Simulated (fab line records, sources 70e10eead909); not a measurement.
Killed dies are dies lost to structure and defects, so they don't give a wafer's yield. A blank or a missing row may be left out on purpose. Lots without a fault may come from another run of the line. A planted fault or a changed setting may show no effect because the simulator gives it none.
A struck lot beside a sound one | flow nand_harc | 15 steps out of a route of 1159
Sound: wafers L319.1, L319.4, L319.6. Struck: wafer L327.4. (L327.1, L327.6 of the same lot were not struck and are left out.) The cause comes at the end.
At each step with rows: each side's tool, then ch and its chambers, then its first start. Under that, the readings that differ: sound wafers | struck wafers | difference of the means | sigmas: that difference in standard deviations of wafers without a fault.
alike: readings whose means differ by less than 2 such deviations, and words and numbers that are the same on both sides. not compared: withheld readings, readings that some wafer has no value for, bounds like >300 that may hide the same value, and numbers for which the record gives no deviation and whose values overlap.
The two part at a step that has a row with sigmas, a row that says differs or no value, or rows on one side only. Numbers that don't overlap but have no deviation are shown without sigmas and don't part them. A reading that every wafer of one side lacks parts them only if that side has two wafers or more.

first, 7 steps without rows for these wafers: NHARC_P_CONTACT_COAT_34 (time 65 s); NHARC_P_CONTACT_COAT_06 (resist thk 90 nm); NHARC_P_CONTACT_SOFTBAKE_07 (time 55 s); NHARC_P_CONTACT_EBR_08; NHARC_P_CONTACT_EXPOSE_09 (exposes mask P CA, target cd 90 nm); NHARC_P_CONTACT_PEB_10 (peb time 65 s); NHARC_P_CONTACT_DEVELOP_11 (develop time 35 s).
NHARC_P_CONTACT_CD_MEAS_12: target cd 90 nm.
  sound on cd_sem-02 ch 0, day 5 23:17; struck on cd_sem-02 ch 0, day 7 14:51
  alike: cd_nm
NHARC_P_CONTACT_OVL_MEAS_13:
  sound on overlay-02, day 5 23:23; struck on overlay-01, day 7 14:57
  alike: overlay_x_nm, overlay_y_nm
NHARC_P_CONTACT_INSPECT_14:
  sound on defect_inspect-01, day 5 23:25; struck on defect_inspect-02, day 7 14:59
  reading          | sound | struck | difference | sigmas
  raw_defect_count | 5 2 6 | 11     | +7         | +3
NHARC_P_CONTACT_DESCUM_17: chemistry O2, time 3 s.
  sound on rie_diel-01 ch 1,2,3, day 5 23:29; struck on rie_diel-11 ch 2, day 7 15:03
  reading      | sound          | struck | difference | sigmas
  rf_vpp_V (V) | 57.8 57.1 58.5 | 59.7   | +1.9       | +2
  alike: drypump_motor_current_A, oes_product_au, showerhead_plenum_p_Torr, throttle_valve_pct
  not compared: rf_hours_counter_h
NHARC_P_CONTACT_ETCH_35: etches the open film in CF4, target depth 39 nm, time 65 s.
  sound on rie_diel-01 ch 1,3, day 5 23:34; struck on rie_diel-11 ch 1, day 7 15:08
  alike: drypump_motor_current_A, oes_product_au, rf_vpp_V, run_length_s, showerhead_plenum_p_Torr, throttle_valve_pct
  not compared: rf_hours_counter_h
NHARC_P_CONTACT_ETCH_36: etches the open film in N2/H2, target depth 260 nm, time 406.25 s.
  sound on rie_diel-01 ch 0,2,3, day 5 23:41; struck on rie_diel-11 ch 3, day 7 15:13
  reading          | sound             | struck | difference | sigmas
  run_length_s (s) | 427.8 427.4 427.5 | 321.9  | -105.7     | -99 or more
  alike: drypump_motor_current_A, oes_product_au, rf_vpp_V, showerhead_plenum_p_Torr, throttle_valve_pct
  not compared: rf_hours_counter_h
NHARC_P_CONTACT_ETCH_18: etches the open film in C4F8/O2/Ar, target depth 481 nm, time 240.5 s.
  sound on rie_diel-01 ch 0,3; struck on rie_diel-11 ch 0
  alike: oes_product_au, rf_vpp_V, run_length_s
  not compared: rf_hours_counter_h
-- the record jumps here: 14 days lie between the struck wafers' starts before and after (it left off in module P_CONTACT and takes up again in module END, whose first step shown is number 1159 of the route) --
NHARC_END_SORT_01:
  sound on prober-01 ch 0, day 20 07:23; struck on prober-02 ch 0, day 21 19:49
  reading             | sound    | struck                   | difference                   | sigmas
  hold                | - - -    | await_dispo/3.7h/release | no value on the sound wafers |
  killed_at_periphery | 8 2 7    | 656                      | +650                         | +99 or more
  killed_dies         | 22 14 16 | 677                      | +660                         | +55
  alike: killed_at_array, killed_at_other, killed_open, killed_short

WHERE THEY PART
First at NHARC_P_CONTACT_INSPECT_14; last, within this record, at NHARC_END_SORT_01.

WHY: what the simulator had put in
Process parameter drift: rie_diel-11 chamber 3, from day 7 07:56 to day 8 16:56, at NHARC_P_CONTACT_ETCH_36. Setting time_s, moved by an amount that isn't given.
